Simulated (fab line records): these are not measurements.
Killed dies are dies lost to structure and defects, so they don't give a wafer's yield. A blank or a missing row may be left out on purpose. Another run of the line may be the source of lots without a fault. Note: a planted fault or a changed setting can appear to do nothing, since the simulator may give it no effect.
Struck lot and sound lot, side by side ; flow nand harc ; 15 out of 1159 route steps
Sound: wafers L914.3, L914.4, L914.6. Struck: wafers L899.1, L899.6 (left out: L899.3, a lot-mate that was not struck); the cause follows at the end.
Per side, at each step with rows, come the tool, then ch with its chambers, and then its first start. Under that, the readings that differ: sound wafers ; struck wafers ; difference of the means ; sigmas: that difference in standard deviations of wafers without a fault.
alike: same words and numbers on both sides, and readings whose means sit less than 2 such deviations apart. not compared: any withheld reading, any reading some wafer has no value for, any bound like >300 that may hide the same value, and any number with overlapping values for which the record gives no deviation.
A row with sigmas, a row that says differs or no value, or rows on one side alone: a step with any of these is where the two part. Numbers that don't overlap but have no deviation are shown without sigmas and don't part them. A reading that every wafer of one side lacks parts them only if that side has two wafers or more.

first, 4 steps without rows for these wafers: NHARC_P_BONDPAD_EBR_05; NHARC_P_BONDPAD_EXPOSE_06 (exposes mask P BPAD); NHARC_P_BONDPAD_PEB_07 (peb time 80 s); NHARC_P_BONDPAD_DEVELOP_08 (time 50 s).
NHARC_P_BONDPAD_CD_MEAS_09: target cd 500 nm.
  sound on cd sem-01 ch 0, day 11 00:33; struck on cd sem-02 ch 0, day 7 00:39
  alike: cd nm
NHARC_P_BONDPAD_OVL_MEAS_38:
  struck on overlay-01, day 7 00:44; sound on overlay-01, day 11 00:39
  alike: overlay x nm, overlay y nm
then, 1 step without rows for these wafers: NHARC_P_BONDPAD_HARDBAKE_10 (time 65 s).
NHARC_P_BONDPAD_DESCUM_11: chemistry O2, time 3 s.
  sound on rie diel-11 ch 0,1,3, day 11 00:46; struck on rie diel-11 ch 0,1, day 7 00:52
  alike: drypump motor current A, o2 flow sccm, oes product au, rf vpp V, showerhead plenum p Torr, throttle valve pct
  not compared: rf hours counter h
NHARC_P_BONDPAD_ETCH_37: etches the open film in N2/H2, target depth 60 nm, overetch 18 nm, time 65.91 s.
  sound on rie diel-11 ch 0,1,3, day 11 00:52; struck on rie diel-11 ch 0,1, day 7 00:57
  alike: drypump motor current A, oes product au, rf vpp V, run length s, showerhead plenum p Torr, throttle valve pct
  not compared: rf hours counter h
NHARC_P_BONDPAD_ETCH_12: etches the open film in CHF3/O2, target depth 200 nm, time 100 s.
  sound: rie diel-11 ch 0,2; struck: rie diel-11 ch 1,3
  alike: drypump motor current A, o2 flow sccm, oes product au, rf vpp V, run length s, showerhead plenum p Torr, throttle valve pct
  not compared: rf hours counter h
NHARC_P_BONDPAD_CD_MEAS_13:
  struck on cd sem-02, day 7 01:11; sound on cd sem-01, day 11 01:06
  alike: cd nm
NHARC_P_BONDPAD_STRIP_15: strips in O2.
  sound on rie diel-12 ch 0,1,2, day 11 01:11; struck on rie diel-11 ch 0,3, day 7 01:17
  alike: drypump motor current A, o2 flow sccm, oes product au, rf vpp V, showerhead plenum p Torr, throttle valve pct
  not compared: rf hours counter h
NHARC_P_BONDPAD_ETCH_24: etches the open film in CF4/N2, target depth 30 nm, time 72.99 s.
  sound on rie diel-12 ch 1,3, day 11 01:20; struck on rie diel-11 ch 0, day 7 01:25
reading;sound;struck;difference;sigmas
run length s (s);95.1 94.0 94.0;77.3 77.1;-17.2;-38
  alike: drypump motor current A, oes product au, rf vpp V, showerhead plenum p Torr, throttle valve pct
  not compared: rf hours counter h
then, 1 step without rows for these wafers: NHARC_P_BONDPAD_STRIP_16 (strips in post etch residue remover, time 600 s).
-- record jumps: 13 days between struck wafers' starts before vs after; left off in module P_BONDPAD, resumes in module END, first step shown is number 1159 of the route --
NHARC_END_SORT_01:
  the record has rows for the struck wafers here (prober-02 ch 0, day 20 06:34) and none for the sound ones

WHERE THEY PART
At NHARC_P_BONDPAD_ETCH_24 first; at NHARC_END_SORT_01 last (within this record only).

WHY: what the simulator had put in
rie diel-11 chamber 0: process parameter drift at NHARC_P_BONDPAD_ETCH_24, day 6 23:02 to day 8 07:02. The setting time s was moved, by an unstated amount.
